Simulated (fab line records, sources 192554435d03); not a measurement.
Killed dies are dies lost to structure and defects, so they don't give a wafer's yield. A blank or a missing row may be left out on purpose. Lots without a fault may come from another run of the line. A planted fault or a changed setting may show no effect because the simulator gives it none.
A struck lot beside a sound one | flow n5_finfet | 38 steps out of a route of 1938
Sound: wafers L338.2, L338.3, L338.5. Struck: wafer L357.5. (L357.3 of the same lot was not struck and is left out.) The cause comes at the end.
At each step with rows: each side's tool, then ch and its chambers, then its first start. Under that, the readings that differ: sound wafers | struck wafers | difference of the means | sigmas: that difference in standard deviations of wafers without a fault.
alike: readings whose means differ by less than 2 such deviations, and words and numbers that are the same on both sides. not compared: withheld readings, readings that some wafer has no value for, bounds like >300 that may hide the same value, and numbers for which the record gives no deviation and whose values overlap.
The two part at a step that has a row with sigmas, a row that says differs or no value, or rows on one side only. Numbers that don't overlap but have no deviation are shown without sigmas and don't part them. A reading that every wafer of one side lacks parts them only if that side has two wafers or more.

first, 9 steps without rows for these wafers: N5_BEOL_M1_ANNEAL_95 (time 240 s); N5_BEOL_M1_SPUTTER_96 (material Cu, target thk 4.5 nm, time 8.29 s); N5_BEOL_M1_ECD_50 (material Cu, target thk 300 nm); N5_BEOL_M1_ANNEAL_51 (time 90 s); N5_BEOL_M1_CMP_52 (polishes, stops on SiOC, t overpolish 6.8 s, target thk 40 nm); N5_BEOL_M1_PRE_CLEAN_60 (time 15 s); N5_BEOL_M1_CO_CAP_55 (material Co, precursor CCTBA/H2, target thk 2 nm, time 102.1 s); N5_BEOL_M1_PRE_CLEAN_56 (time 15 s); N5_BEOL_M1_DEP_57 (deposits SiCN from 3MS/NH3, target thk 8 nm, time 14 s).
N5_BEOL_M2_ILD_DEP_00: deposits SiOC from DEMS/O2, target thk 79 nm, time 15.3 s.
  sound on pecvd-03 ch 0,1, day 6 22:07; struck on pecvd-03 ch 2, day 11 16:43
  reading                                      | sound        | struck | difference | sigmas
  model.SiOC_of_BEOL_M2_ILD_DEP_00.thk_nm (nm) | 78.8 78 79.2 | 88.2   | +9.5       |
  alike: heater_power_w, showerhead_plenum_p_Torr, throttle_valve_pct
N5_BEOL_M2_THK_MEAS_01:
  sound on film_metro-01, day 6 22:11; struck on film_metro-01, day 11 16:47
  reading         | sound          | struck | difference | sigmas
  M2_ILD_THK (nm) | 78.8 77.9 79.1 | 88.3   | +9.7       | +9
then, 24 steps without rows for these wafers: N5_BEOL_M2_PECVD_72 (deposits SiO2 from TEOS/O2, target thk 16 nm, time 18 s); N5_BEOL_M2_HM_DEP_02 (deposits TiN, target thk 20 nm); N5_BEOL_M2_COAT_61 (time 60 s, resist thk 60 nm); N5_BEOL_M2_COAT_62 (time 60 s, resist thk 12 nm); N5_BEOL_M2_COAT_73 (time 60 s, resist thk 5 nm); N5_BEOL_M2_COAT_05 (resist thk 30 nm); N5_BEOL_M2_EBR_07; N5_BEOL_M2_SOFTBAKE_06 (time 60 s); N5_BEOL_M2_EXPOSE_08 (exposes mask M2); N5_BEOL_M2_PEB_09 (peb time 60 s); N5_BEOL_M2_DEVELOP_10 (develop time 30 s); N5_BEOL_M2_DESCUM_16 (chemistry O2, time 7 s); N5_BEOL_M2_ETCH_74 (etches underlayer in N2/H2, target depth 6.5 nm, time 5.2 s); N5_BEOL_M2_ETCH_63 (etches SiARC in CF4, target depth 15.6 nm, time 26 s); N5_BEOL_M2_ETCH_64 (etches SOC in N2/H2, target depth 75 nm, overetch 22.5 nm, time 121.9 s); N5_BEOL_M2_STRIP_65 (strips in N2/H2); N5_BEOL_M2_STRIP_75 (strips in N2/H2); N5_BEOL_M2_STRIP_66 (strips in CF4); N5_BEOL_M2_HM_OPEN_17 (chemistry Cl2/BCl3, target TiN, target depth 20 nm, overetch 6 nm); N5_BEOL_M2_STRIP_19 (strips in O2); N5_BEOL_M2_COAT_67 (time 60 s, resist thk 60 nm); N5_BEOL_M2_COAT_68 (time 60 s, resist thk 12 nm); N5_BEOL_M2_COAT_76 (time 60 s, resist thk 5 nm); N5_BEOL_M2_COAT_22 (resist thk 30 nm).
N5_BEOL_M2_CMP_52: polishes, stops on SiOC, t overpolish 6.8 s, target thk 40 nm.
  sound on cmp-02 ch 0,1, day 7 05:29; struck on cmp-01 ch 2, day 12 00:53
  reading                                      | sound        | struck | difference | sigmas
  model.SiOC_of_BEOL_M2_ILD_DEP_00.thk_nm (nm) | 75.8 75 76.2 | 85.2   | +9.5       |
  alike: head_pressure_psi, motor_current_A
N5_BEOL_M4_RC_MEAS_101:
  sound on prober-02 ch 0, day 8 01:28; struck on prober-02 ch 0, day 13 08:56
  reading   | sound          | struck | difference | sigmas
  VT_P (mV) | -259 -253 -254 | -247   | +8         | +2
  alike: DIBL_N, DIBL_P, IOFF_N, IOFF_P, ION_N, ION_P, SS_N, SS_P, VT_N
-- the record jumps here: 5 days lie between the struck wafers' starts before and after (it left off in module BEOL_M4 and takes up again in module PASSIVATION, whose first step shown is number 1936 of the route) --
N5_PASSIVATION_PROBE_49:
  sound on prober-01, day 12 00:07; struck on prober-02, day 17 22:35
  alike: defect_limited_yield, killed_at_M0_to_M3, killed_at_M4_up, killed_at_contacts, killed_at_front_end, killed_at_other, killed_dies, killed_open, killed_short, sort_bin_4_leakage, sort_bin_5_function, sort_bin_6_memory, sort_n_pass, sort_yield_pct

WHERE THEY PART
First at N5_BEOL_M2_THK_MEAS_01; last, within this record, at N5_BEOL_M4_RC_MEAS_101. Later steps at which nothing parts them and some readings are alike: N5_PASSIVATION_PROBE_49.

WHY: what the simulator had put in
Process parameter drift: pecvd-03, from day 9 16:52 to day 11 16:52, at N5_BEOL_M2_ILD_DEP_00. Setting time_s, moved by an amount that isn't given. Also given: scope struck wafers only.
